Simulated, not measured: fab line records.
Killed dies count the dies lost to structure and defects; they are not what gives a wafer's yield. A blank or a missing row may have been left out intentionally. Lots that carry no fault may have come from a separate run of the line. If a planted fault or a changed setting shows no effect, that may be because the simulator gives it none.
fab line records | flow n5Finfet
[record] lots = 5 wafers = 15 lastDay = 17
route steps=1938 shown BEOL_M4@1099 BEOL_M5@1112 BEOL_M15@1809 PASSIVATION@1936
lots untouched by any fault: they come from a run of this same line in which no faults occurred
startH: hours from the record's first day to the start of the lot's first wafer shown | waitH: how many hours have passed since the lot's step before this one | " as in the row above | L1.1+2: one row covering several wafers at once | - no value present, or no start provided | * or withheld: withheld | < > ~ a bound
route shown NAME@n: a module of which the file shows steps, and the number in the route of the first | usual: mean/standard deviation of fault-free wafers | same: alike in all rows | chamber/n: place in a boat | sites: each site's reading | _std_site: how widely they spread, as a standard deviation | _edge_site: outer sites' mean less inner sites' | radiusMm: how far each site lies from the wafer's centre | mask NAME#n: copy n | behind: the last tool/chamber to shape the wafer | hold: why the lot was held/for how many hours/how that ended | device: whichever transistor did not switch (one of n, p or np) | end of line: tests run on the same wafers once the route is complete | a step without rows: its recipe alone | killed: at the first sort, the dies lost to defects and structure; wafer yield is something else | map: shows each die of a wafer: x if killed, . if not, _ if none is there
set.NAME: the run value of the setting; set.NAME@STEP: its run value at that earlier step | model.NAME: the simulator's own value behind a step, which no gauge read
lots at selected steps of the route; one table per step, one row per wafer
services: from which hour (startH, from the record's first day; less than 0 if before it) a tool's chamber was out of use, for how many hours, and why
[[steps]]
[step N5_BEOL_M4_ANNEAL_95]
[recipe] tempC = 400 timeS = 240 ambient = vacuum
[step N5_BEOL_M4_SPUTTER_96]
[recipe] material = Cu targetThkA = 45 tempC = -20 chamberPressurePa = 0.07 powerW = withheld timeS = 8.29
[step N5_BEOL_M4_ECD_50]
[recipe] material = Cu targetThkA = 3000
[step N5_BEOL_M4_ANNEAL_51]
[recipe] tempC = 225 timeS = 90 ambient = N2
[step N5_BEOL_M4_CMP_52]
[recipe] stopOn = SiOC tOverpolishS = 6.8 downForcePsi = 1 platenRpm = 50 clearingPlatenDownForcePsi = 1.5 clearingPlatenRpm = 50 postCmpClean = cuAlkaline targetThkNm = 40 clearingPlatenPadVelocityMS = 0.99484 padVelocityMS = 0.99484
[step N5_BEOL_M4_PRE_CLEAN_60]
[recipe] gas = NH3/H2 timeS = 15 tempC = * rfPowerW = 300
[step N5_BEOL_M4_CO_CAP_55]
[recipe] material = Co targetThkA = 20 tempC = 200 precursor = CCTBA/H2 pressureTorr = 30 timeS = 102.1
[step N5_BEOL_M4_PRE_CLEAN_56]
[recipe] gas = NH3 timeS = 15 tempC = withheld rfPowerW = 300
[step N5_BEOL_M4_DEP_57]
[recipe] material = SiCN targetThkA = 80 tempC = withheld precursor = 3MS/NH3 pressureTorr = 3 rfW = 202 timeS = 14
[step N5_BEOL_M4_RC_MEAS_101]
[usual] DIBL_N = 36.0/2 DIBL_P = 35.9/2.5 IOFF_N = 0.16/0.038 IOFF_P = 0.21/0.04 ION_N = 675/14 ION_P = 462/9.4 SS_N = 71.5/0.75 SS_P = 73.2/0.74 VT_N = 250/3.9 VT_P = -251/3.2
// columns lot.wafer tool chamber startH waitH DIBL_N[mV/V] DIBL_P[mV/V] IOFF_N[nA/um] IOFF_P[nA/um] ION_N[uA/um] ION_P[uA/um] SS_N[mV/dec] SS_P[mV/dec] VT_N[mV] VT_P[mV]
L797.1 prober-02 0 192.57 0.0 34.2 34.8 0.14 0.20 679 469 70.7 72.8 251 -247
L797.4 " 0 " " 37.9 40.0 0.20 0.28 694 474 72.3 73.2 246 -246
L797.5 " 0 " " 33.7 34.0 0.12 0.18 664 463 70.7 72.5 254 -252
L807.1 prober-01 0 267.94 0.0 36.5 35.5 0.16 0.18 661 451 71.1 72.7 249 -250
L807.2 " 0 " " 32.4 33.8 0.12 0.18 688 483 70.5 72.6 251 -251
L807.5 " 0 " " 35.1 36.1 0.15 0.20 675 463 70.7 72.5 248 -251
L809.3 prober-02 0 270.17 0.3 35.7 37.3 0.16 0.21 669 464 71.5 73.7 249 -246
L809.4 " 0 " " 34.4 36.1 0.13 0.18 686 473 71.0 73.1 256 -251
L809.5 " 0 " " 33.3 34.8 0.12 0.18 656 459 71.2 72.7 255 -253
L808.1 prober-01 0 272.02 0.0 38.9 39.8 0.22 0.27 684 464 73.3 74.5 247 -247
L808.3 " 0 " " 38.0 39.2 0.19 0.26 668 462 72.7 74.7 249 -245
L808.6 " 0 " " 36.2 37.7 0.16 0.23 663 457 71.9 74.3 251 -251
L814.1 prober-01 0 300.77 0.0 32.7 31.4 0.10 0.14 658 453 71.3 71.8 255 -255
L814.2 " 0 " " 33.0 31.8 0.11 0.14 659 458 70.3 71.8 255 -257
L814.3 " 0 " " 37.0 37.5 0.14 0.20 673 463 71.5 73.6 252 -252
[step N5_BEOL_M5_ILD_DEP_00]
[recipe] material = SiCOH_lowk targetThkA = 1406.4 tempC = 300 precursor = DEMS/porogen pressureTorr = 5 rfW = 500 timeS = 25.9
[step N5_BEOL_M5_CURE_79]
[recipe] tempC = 385 timeS = 240 ambient = He/Ar material = SiCOH_lowk
[step N5_BEOL_M5_PECVD_70]
[recipe] material = SiO2 targetThkA = 160 tempC = 400 precursor = TEOS/O2 pressureTorr = 5.5 rfW = 450 teosFlowSccm = 53.8 gas = O2 flowSccm = 3000 timeS = 18
[step N5_BEOL_M5_HM_DEP_02]
[recipe] material = TiN targetThkA = 200 tempC = 25 chamberPressurePa = 0.49996
[step N5_BEOL_M5_COAT_59]
[recipe] resist = SOC tempC = 250 timeS = 60 spinRpm = 1500 resistThkNm = 60
[step N5_BEOL_M5_COAT_60]
[recipe] resist = SiARC tempC = 220 timeS = 60 spinRpm = 1500 resistThkNm = 12
[step N5_BEOL_M5_COAT_71]
[recipe] resist = underlayer tempC = 205 timeS = 60 spinRpm = 1500 resistThkNm = 5
[step N5_BEOL_M5_COAT_05]
[recipe] resist = CAR-EUV spinRpm = 1500 resistThkNm = 30
[step N5_BEOL_M5_EBR_07]
[recipe] solvent = PGMEA ebrWidthMm = 1.5
[step N5_BEOL_M5_SOFTBAKE_06]
[recipe] tempC = 110 timeS = 60 resist = CAR-EUV
[step N5_BEOL_M5_EXPOSE_08]
[recipe] maskId = M5 na = 0.33 sourceShape = annular sigmaInner = 0.4 sigmaOuter = 0.8 polarization = unpolarized targetCdNm = 28 doseMj = 35.75
[step N5_BEOL_M5_PEB_09]
[recipe] pebTempC = 100 pebTimeS = 60 resist = CAR-EUV
[step N5_BEOL_M5_DEVELOP_10]
[recipe] developTimeS = 30 developer = TMAH resist = CAR-EUV rinseLiquid = surfactantRinse dry = airSpin devTempC = 23
[step N5_BEOL_M5_DESCUM_16]
[recipe] chemistry = O2 timeS = 7 sourcePowerW = 50 biasPowerW = 20 pressureMtorr = 20 rfFrequencyHz = 2.712e+07 tempC = 40 resist = CAR-EUV o2FlowSccm = 225
[step N5_BEOL_M5_ETCH_72]
[recipe] chemistry = N2/H2 target = underlayer targetDepthA = 65 maskMaterial = CAR-EUV timeS = 5.2 ionEnergyEv = 200 pressureMtorr = 30 sourceW = 840 biasW = 150 n2FlowSccm = 200 h2FlowSccm = 200 ends = cleared
[step N5_BEOL_M5_ETCH_61]
[recipe] chemistry = CF4 target = SiARC targetDepthA = 156 maskMaterial = CAR-EUV timeS = 26 ionEnergyEv = 80 pressureMtorr = 40 sourceW = 545 biasW = 36 Ar_flow_sccm = 100 cf4FlowSccm = 100 ends = cleared
[step N5_BEOL_M5_ETCH_62]
[recipe] chemistry = N2/H2 target = SOC targetDepthA = 750 overetchA = 150 maskMaterial = SiARC tempC = 40 timeS = 112.5 ionEnergyEv = 200 pressureMtorr = 30 sourceW = 840 biasW = 150 n2FlowSccm = 200 h2FlowSccm = 200
[step N5_BEOL_M5_STRIP_63]
[recipe] chemistry = N2/H2 tempC = 40 n2FlowSccm = 200 h2FlowSccm = 200 rfFrequencyHz = 6e+07
[step N5_BEOL_M5_STRIP_73]
[recipe] chemistry = N2/H2 tempC = 40 n2FlowSccm = 200 h2FlowSccm = 200 rfFrequencyHz = 6e+07
[step N5_BEOL_M5_STRIP_64]
[recipe] chemistry = CF4 resist = SiARC powerW = 300 biasPowerW = 75 pressureMtorr = 50 cf4FlowSccm = 150 rfFrequencyHz = 6e+07
[step N5_BEOL_M5_HM_OPEN_17]
[recipe] chemistry = Cl2/BCl3 targetDepthA = 200 overetchA = 60 target = TiN maskMaterial = SOC ionEnergyEv = 150 pressureMtorr = 10 icpW = 1000 biasW = 126 Cl2_flow_sccm = 53.25 bcl3FlowSccm = 21.75 Ar_flow_sccm = 25
[step N5_BEOL_M5_STRIP_19]
[recipe] chemistry = O2 powerW = 400 tempC = 40 pressureMtorr = 30 rfFrequencyHz = 6e+07 biasPowerW = 0 overashFraction = 0.2 o2FlowSccm = 225
[step N5_BEOL_M5_COAT_65]
[recipe] resist = SOC tempC = 250 timeS = 60 spinRpm = 1500 resistThkNm = 60
[step N5_BEOL_M5_COAT_66]
[recipe] resist = SiARC tempC = 220 timeS = 60 spinRpm = 1500 resistThkNm = 12
[step N5_BEOL_M15_TRENCH_ETCH_34]
[recipe] chemistry = C4F8/O2/Ar target = SiO2 targetDepthA = 8729.3 heInnerTorr = 15 heOuterTorr = 30 timeS = 199 ionEnergyEv = 800 pressureMtorr = 20 sourceW = 1905 biasW = 2040 Ar_flow_sccm = 400 C4F8_flow_sccm = 16 O2_flow_sccm = 12
[usual] C4F8_flow_sccm = 16.00/0.048 O2_flow_sccm = 12.00/0.037 drypumpMotorCurrentA = 5.6/0.3 oesProductAu = 0.82/0.1 rfFwdPowerW = 1900/5.5 rfVppV = 2238/36 showerheadPlenumPTorr = 3.45/0.075 throttleValvePct = 30.9/0.36
// columns lot.wafer tool chamber startH waitH C4F8_flow_sccm O2_flow_sccm drypumpMotorCurrentA oesProductAu rfFwdPowerW rfHoursCounterH rfVppV showerheadPlenumPTorr throttleValvePct model.coat_of_BEOL_M15_COAT_22.thkNm
L797.1 rieDiel-01 2 266.54 0.0 15.99 12.03 5.9 0.69 1903 237 2261 3.43 31.6 550.4
L797.4 " 3 " " 15.98 11.99 5.2 0.67 1904 - 2225 3.33 30.6 550.6
L797.5 " 2 " " 16.05 12.01 5.8 0.70 1901 - 2260 3.43 31.5 550
L809.3 rieDiel-01 3 346.07 0.0 - - - - - - - - - 717.4
L809.4 " 2 " " - - - - - - - - - 719.2
L809.5 " 1 " " - - - - - - - - - 721.8
L807.1 rieDiel-01 2 349.12 0.0 - - - - - - - - - 717.8
L807.2 " 0 " " - - - - - - - - - 715.8
L807.5 " 3 " " - - - - - - - - - 717
L808.1 rieDiel-02 2 355.80 0.0 - - - - - - - - - 721.6
L808.3 " 3 " " - - - - - - - - - 718
L808.6 " 1 " " - - - - - - - - - 720.4
L814.1 rieDiel-01 3 381.72 0.0 15.99 12.08 5.2 0.90 1900 28 2223 3.32 30.6 534
L814.2 " 2 " " 16.09 11.97 5.9 0.94 1896 20 2258 3.41 31.4 537
L814.3 " 0 " " 15.98 12.02 5.3 0.81 1885 89 2238 3.46 31.3 537
[step N5_BEOL_M15_CMP_49]
[recipe] stopOn = SiO2 tOverpolishS = 4.9 downForcePsi = 2 platenRpm = 80 clearingPlatenDownForcePsi = 2 clearingPlatenRpm = 80 postCmpClean = cuAlkaline targetThkNm = 850 clearingPlatenPadVelocityMS = 1.5917 padVelocityMS = 1.5917
[usual] motorCurrentA = 8.3/0.71 platenRpm = 80.00/0.051
// columns lot.wafer tool chamber startH waitH motorCurrentA platenRpm model.Cu_of_BEOL_M15_ECD_47.thkNm
L797.4 cmp-02 2 269.13 0.2 7.8 79.97 825.4
L797.1 " 3 " " 8.2 79.94 840.8
L797.5 " 1 " " 6.9 80.04 847.4
L809.3 cmp-04 3 349.49 0.3 7.9 79.98 1.2
L809.4 " 0 " " 8.6 79.93 2.2
L809.5 " 0 " " 8.9 80.07 3.2
L807.1 cmp-01 1 352.37 0.3 9.7 79.91 0.6
L807.2 " 2 " " 6.8 80.03 0
L807.5 " 0 " " 8.7 80.08 0
L808.3 cmp-02 3 360.13 0.2 8.2 80.06 0
L808.1 " 1 " " 6.9 79.96 0
L808.6 " 2 " " 7.7 79.99 2.8
L814.3 cmp-01 1 385.81 0.2 10.2 79.98 872
L814.1 " 2 " " 7.0 80.02 863.6
L814.2 " 0 " " 8.2 79.88 868.6
[step N5_PASSIVATION_PROBE_49]
[usual] defectLimitedYield = 91.3/1.5 killed_at_M0_to_M3 = 33/12 killed_at_M4_up = 15/5.2 killedAtContacts = 12/5.1 killedAtFrontEnd = 39/11 killedAtOther = 5/3.6 killedDies = 103/18 killedOnRim = 14/4.3 killedOpen = 67/13 killedShort = 33/7.8 sort_bin_5_function = 5.1/0.96 sort_bin_6_memory = 3.2/0.71 sortNPass = 1077/18 sortYieldPct = 91.3/1.5
[same] grossDies = 1180 killedAtBackSide = 0 sort_bin_4_leakage[%] = 0 sort_bin_8_speed[%] = 0
// columns lot.wafer tool chamber startH waitH defectLimitedYield[%] killed_at_M0_to_M3 killed_at_M4_up killedAtContacts killedAtFrontEnd killedAtOther killedDies killedOnRim killedOpen killedShort sort_bin_5_function[%] sort_bin_6_memory[%] sortNPass sortYieldPct[%]
L809.3 prober-01 - 365.28 0.1 0 32 1081 14 46 7 1180 152 83 28 96.1 3.1 0 0
L809.4 prober-01 - 365.33 0.2 0 13 1105 18 39 5 1180 152 60 29 96.4 3.1 0 0
L809.5 prober-01 - 365.38 0.2 0 34 1085 15 36 10 1180 152 77 36 95.4 3.6 0 0
L807.1 prober-02 - 366.13 0.0 0 46 1090 11 32 1 1180 152 68 31 96.3 3.3 0 0
L807.2 prober-02 - 366.18 0.1 0 38 1081 15 37 9 1180 152 69 31 95.9 3.3 0 0
L807.5 prober-02 - 366.33 0.2 0 46 1080 23 29 2 1180 152 77 33 95.5 4.3 0 0
L808.1 prober-02 - 378.11 0.0 0 22 1094 11 48 5 1180 152 70 24 96.4 3.4 0 0
L808.3 prober-02 - 378.21 0.1 0 23 1108 10 35 4 1180 152 59 26 97.4 2.5 0 0
L808.6 prober-02 - 378.36 0.3 0 20 1114 10 35 1 1180 152 45 16 96.8 1.9 0 0
// killed by level:class
L809.3 BEOL_M15:areaEtch=1062 BEOL_M4:geometricParticle:open=17 MOL_CONTACT_COAG:geometricParticle:open=12 FIN_SAQP:geometricParticle:open=9 BEOL_M2:geometricParticle:open=9 STI_FIN_REVEAL:geometricParticle:open=7 BEOL_M0_SAQP:geometricParticle:open=7 HKMG_FIN:areaEtch=7
L809.4 BEOL_M15:areaEtch=1091 FIN_SAQP:geometricParticle:short=18 MOL_CONTACT_COAG:geometricParticle:open=17 FIN_SAQP:geometricParticle:open=12 BEOL_M4:geometricParticle:open=9 BEOL_M2:geometricParticle:open=7 BEOL_M3:geometricParticle:open=4 GATE_CUT:geometricParticle:open=2
L809.5 BEOL_M15:areaEtch=1061 BEOL_M2:geometricParticle:open=11 MOL_CONTACT_COAG:geometricParticle:open=9 BEOL_M3:geometricParticle:open=9 BEOL_M4:geometricParticle:open=9 FIN_SAQP:geometricParticle:open=8 MOL_CONTACT_COAG:geometricParticle:short=6 FIN_SAQP:geometricParticle:short=4
L807.1 BEOL_M15:areaEtch=1079 BEOL_M3:geometricParticle:open=21 MOL_CONTACT_COAG:geometricParticle:open=7 BEOL_M0_SAQP:geometricParticle:open=7 BEOL_M1:geometricParticle:open=7 STI_FIN_REVEAL:geometricParticle:open=6 STARTING-WAFER:geometricParticle:open=5 FIN_SAQP:geometricParticle:short=4
L807.2 BEOL_M15:areaEtch=1071 MOL_CONTACT_COAG:geometricParticle:open=13 BEOL_M3:geometricParticle:open=13 FIN_SAQP:geometricParticle:open=8 BEOL_M2:geometricParticle:open=8 HKMG_FIN:areaEtch=7 STI_FIN_REVEAL:geometricParticle:open=6 FIN_SAQP:geometricParticle:short=4
L807.5 BEOL_M15:areaEtch=1067 MOL_CONTACT_COAG:geometricParticle:open=20 STI_FIN_REVEAL:geometricParticle:open=12 BEOL_M1:geometricParticle:open=9 BEOL_M3:geometricParticle:open=9 BEOL_M0_SAQP:geometricParticle:short=7 BEOL_M0_SAQP:geometricParticle:open=6 BEOL_M2:geometricParticle:open=5
L808.1 BEOL_M15:areaEtch=1083 MOL_CONTACT_COAG:geometricParticle:open=10 STI_FIN_REVEAL:geometricParticle:open=7 GATE_CUT:geometricParticle:open=6 BEOL_M0_SAQP:geometricParticle:open=6 DUMMY_GATE:geometricParticle:open=5 BEOL_M1:geometricParticle:open=5 FIN_SAQP:geometricParticle:open=4
L808.3 BEOL_M15:areaEtch=1095 BEOL_M1:geometricParticle:open=11 MOL_CONTACT_COAG:geometricParticle:open=8 GATE_CUT:geometricParticle:open=7 GATE_CUT:geometricParticle:short=6 STI_FIN_REVEAL:geometricParticle:open=5 BEOL_M0_SAQP:geometricParticle:open=5 BEOL_M0_SAQP:geometricParticle:short=4
L808.6 BEOL_M15:areaEtch=1102 HKMG_FIN:areaEtch=16 MOL_CONTACT_COAG:geometricParticle:open=7 BEOL_M1:geometricParticle:open=6 BEOL_M4:geometricParticle:open=6 BEOL_M0_SAQP:geometricParticle:short=4 STARTING-WAFER:geometricParticle:open=4 DUMMY_GATE:geometricParticle:open=3
// map L807.1 (x killed, . not)
_________________xxxxxxxxxxxx________________
______________xxxxxxxxxxxxxxxxxx_____________
___________xxxxxxxxxxxxxxxxxxxxxxxx__________
__________xxxxxxxxxxxxxxxxxxxxxxxxxx_________
________xxxxxxxxxxxxxxxxxxxxxxxxxxxxxx_______
_______xxxxxxxxxxxxxxxxxxxxxxxxxxxxxxxx______
______xxxxxxxxxxxxxxxxxxxxxxxxxxxxxxxxxx_____
_____xxxxxxxxxxxxxxxxxxxxxxxxxxxxxxxxxxxx____
____xxxxxxxxxxxxxxxxxxxxxxxxxxxxxxxxxxxxxx___
___xxxxxxxxxxxxxxxxxxxxxxxxxxxxxxxxxxxxxxxx__
___xxxxxxxxxxxxxxxxxxxxxxxxxxxxxxxxxxxxxxxx__
__xxxxxxxxxxxxxxxxxxxxxxxxxxxxxxxxxxxxxxxxxx_
__xxxxxxxxxxxxxxxxxxxxxxxxxxxxxxxxxxxxxxxxxx_
_xxxxxxxxxxxxxxxxxxxxxxxxxxxxxxxxxxxxxxxxxxxx
_xxxxxxxxxxxxxxxxxxxxxxxxxxxxxxxxxxxxxxxxxxxx
_xxxxxxxxxxxxxxxxxxxxxxxxxxxxxxxxxxxxxxxxxxxx
_xxxxxxxxxxxxxxxxxxxxxxxxxxxxxxxxxxxxxxxxxxxx
_xxxxxxxxxxxxxxxxxxxxxxxxxxxxxxxxxxxxxxxxxxxx
_xxxxxxxxxxxxxxxxxxxxxxxxxxxxxxxxxxxxxxxxxxxx
_xxxxxxxxxxxxxxxxxxxxxxxxxxxxxxxxxxxxxxxxxxxx
_xxxxxxxxxxxxxxxxxxxxxxxxxxxxxxxxxxxxxxxxxxxx
__xxxxxxxxxxxxxxxxxxxxxxxxxxxxxxxxxxxxxxxxxx_
__xxxxxxxxxxxxxxxxxxxxxxxxxxxxxxxxxxxxxxxxxx_
___xxxxxxxxxxxxxxxxxxxxxxxxxxxxxxxxxxxxxxxx__
___xxxxxxxxxxxxxxxxxxxxxxxxxxxxxxxxxxxxxxxx__
____xxxxxxxxxxxxxxxxxxxxxxxxxxxxxxxxxxxxxx___
_____xxxxxxxxxxxxxxxxxxxxxxxxxxxxxxxxxxxx____
______xxxxxxxxxxxxxxxxxxxxxxxxxxxxxxxxxx_____
_______xxxxxxxxxxxxxxxxxxxxxxxxxxxxxxxx______
________xxxxxxxxxxxxxxxxxxxxxxxxxxxxxx_______
__________xxxxxxxxxxxxxxxxxxxxxxxxxx_________
___________xxxxxxxxxxxxxxxxxxxxxxxx__________
______________xxxxxxxxxxxxxxxxxx_____________
_________________xxxxxxxxxxxx________________
// map L808.1 (x killed, . not)
_________________xxxxxxxxxxxx________________
______________xxxxxxxxxxxxxxxxxx_____________
___________xxxxxxxxxxxxxxxxxxxxxxxx__________
__________xxxxxxxxxxxxxxxxxxxxxxxxxx_________
________xxxxxxxxxxxxxxxxxxxxxxxxxxxxxx_______
_______xxxxxxxxxxxxxxxxxxxxxxxxxxxxxxxx______
______xxxxxxxxxxxxxxxxxxxxxxxxxxxxxxxxxx_____
_____xxxxxxxxxxxxxxxxxxxxxxxxxxxxxxxxxxxx____
____xxxxxxxxxxxxxxxxxxxxxxxxxxxxxxxxxxxxxx___
___xxxxxxxxxxxxxxxxxxxxxxxxxxxxxxxxxxxxxxxx__
___xxxxxxxxxxxxxxxxxxxxxxxxxxxxxxxxxxxxxxxx__
__xxxxxxxxxxxxxxxxxxxxxxxxxxxxxxxxxxxxxxxxxx_
__xxxxxxxxxxxxxxxxxxxxxxxxxxxxxxxxxxxxxxxxxx_
_xxxxxxxxxxxxxxxxxxxxxxxxxxxxxxxxxxxxxxxxxxxx
_xxxxxxxxxxxxxxxxxxxxxxxxxxxxxxxxxxxxxxxxxxxx
_xxxxxxxxxxxxxxxxxxxxxxxxxxxxxxxxxxxxxxxxxxxx
_xxxxxxxxxxxxxxxxxxxxxxxxxxxxxxxxxxxxxxxxxxxx
_xxxxxxxxxxxxxxxxxxxxxxxxxxxxxxxxxxxxxxxxxxxx
_xxxxxxxxxxxxxxxxxxxxxxxxxxxxxxxxxxxxxxxxxxxx
_xxxxxxxxxxxxxxxxxxxxxxxxxxxxxxxxxxxxxxxxxxxx
_xxxxxxxxxxxxxxxxxxxxxxxxxxxxxxxxxxxxxxxxxxxx
__xxxxxxxxxxxxxxxxxxxxxxxxxxxxxxxxxxxxxxxxxx_
__xxxxxxxxxxxxxxxxxxxxxxxxxxxxxxxxxxxxxxxxxx_
___xxxxxxxxxxxxxxxxxxxxxxxxxxxxxxxxxxxxxxxx__
___xxxxxxxxxxxxxxxxxxxxxxxxxxxxxxxxxxxxxxxx__
____xxxxxxxxxxxxxxxxxxxxxxxxxxxxxxxxxxxxxx___
_____xxxxxxxxxxxxxxxxxxxxxxxxxxxxxxxxxxxx____
______xxxxxxxxxxxxxxxxxxxxxxxxxxxxxxxxxx_____
_______xxxxxxxxxxxxxxxxxxxxxxxxxxxxxxxx______
________xxxxxxxxxxxxxxxxxxxxxxxxxxxxxx_______
__________xxxxxxxxxxxxxxxxxxxxxxxxxx_________
___________xxxxxxxxxxxxxxxxxxxxxxxx__________
______________xxxxxxxxxxxxxxxxxx_____________
_________________xxxxxxxxxxxx________________
[[services]]
// columns tool chamber startH hours kind
cmp-01 - 248.37 4.8 pm
cmp-02 - 255.23 2.4 repair
cmp-02 - 259.41 8.9 repair
rieDiel-02 3 266.56 10.3 repair
rieDiel-01 3 276.92 - clean
rieDiel-01 3 276.92 - consumableReplace:focusRing
rieDiel-01 3 276.92 17.9 scheduledDown
rieDiel-01 3 276.92 17.9 ventCycle
cmp-01 - 277.89 4.0 pm
cmp-04 - 278.83 0.6 repair
cmp-02 - 280.10 1.0 repair
cmp-02 - 284.72 8.9 pm
cmp-04 - 288.10 4.0 pm
cmp-02 - 295.37 4.2 pm
rieDiel-01 2 298.99 - clean
rieDiel-01 2 298.99 - consumableReplace:focusRing
rieDiel-02 3 320.24 22.2 repair
cmp-02 - 345.09 6.3 repair
rieDiel-01 0 350.91 2.9 repair
cmp-01 - 355.90 3.3 repair
rieDiel-02 1 356.52 10.3 repair
cmp-02 - 360.97 1.1 repair
cmp-04 - 370.18 0.7 repair
cmp-01 - 372.75 1.6 repair
[[key]]
[firstSign] step = N5_BEOL_M15_TRENCH_ETCH_34 reading = toolRecord direction = missing
[effect] step = N5_PASSIVATION_PROBE_49 reading = killed_at_M4_up direction = up sigmas = 99+ usual = 15 struck = 1093
[modelEffect] step = N5_BEOL_M15_TRENCH_ETCH_34 value = coat_of_BEOL_M15_COAT_22.thkNm without = 541.7 struck = 718.8
[modelEffect] step = N5_BEOL_M15_CMP_49 value = Cu_of_BEOL_M15_ECD_47.thkNm without = 855.2 struck = 1.111
[moreKillsBornAt] N5_BEOL_M15_TRENCH_ETCH_34@rieDiel-01 = 6431 N5_BEOL_M15_TRENCH_ETCH_34@rieDiel-02 = 3280
metAt N5_BEOL_M15_TRENCH_ETCH_34
struckWafers L807.1,L807.2,L807.5,L808.1,L808.3,L808.6,L809.3,L809.4,L809.5
laterRowsLeftOut L807.1,L807.2,L807.5,L808.1,L808.3,L808.6,L809.3,L809.4,L809.5
[baselineLoss] step = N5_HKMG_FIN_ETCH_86 wafers = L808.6
onsetBetween 266.54 346.07
[fault] kind = skippedStepWhole tool = rieDiel-01,rieDiel-02 chamber = - onsetH = 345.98 steps = N5_BEOL_M15_TRENCH_ETCH_34 scope = struckLotsOnly
// laterRowsLeftOut: the simulator's readings of these wafers behind a module that went badly wrong aren't trusted and aren't shown, but for the sort
// baselineLoss: these wafers lose ten dies or more at that step, a loss of the line's own and not of a fault; the sort's usual values leave them out
